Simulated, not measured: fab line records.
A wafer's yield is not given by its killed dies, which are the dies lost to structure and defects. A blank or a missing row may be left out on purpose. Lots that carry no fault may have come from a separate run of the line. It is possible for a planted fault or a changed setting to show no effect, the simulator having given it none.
Chamber matching    flow n5Finfet    N5_BEOL_M4_DEP_57 on pecvd-03 has 3 sister chambers
The step deposits SiCN from 3MS/NH3, target thk 8 nm, time 14 s. 3 wafers are shown with their chamber, then 7 later ones without.

== WAFERS, EACH WITH ITS CHAMBER ==
wafer   chamber  throttleValvePct (%)
L089.3  1        9.8
L092.1  0        10.0
L092.2  2        7.9

== WAFERS WITH NO CHAMBER GIVEN ==
wafer   throttleValvePct (%)
L092.3  9.6
L091.1  7.8
L091.4  7.8
L091.5  10.2
L097.2  9.9
L097.4  10.2
L097.5  7.9

== WHICH CHAMBER EACH WENT THROUGH ==
wafer   from the rows above      in truth
L092.3  can't be placed: 1 or 0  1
L091.1  2                        2
L091.4  2                        2
L091.5  can't be placed: 0 or 1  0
L097.2  can't be placed: 0 or 1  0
L097.4  can't be placed: 0 or 1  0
L097.5  2                        2
3 of 7 placed correctly. Unplaceable from these rows: 4, with the true chamber sitting among the candidates in 4. Number placed wrongly: 0.
How it was worked out, from the rows above alone: a wafer's distance from a chamber is the root of the sum, over the readings, of the square of ((its reading less the chamber's mean) divided by the reading's scatter). If the next closest chamber is less than 2 further off than the closest, the wafer can't be placed; otherwise it belongs to the closest. A chamber's mean is the mean of its shown wafers. The scatter: root of mean squared gap, hidden wafer to nearest shown wafer, with one shown wafer a chamber.
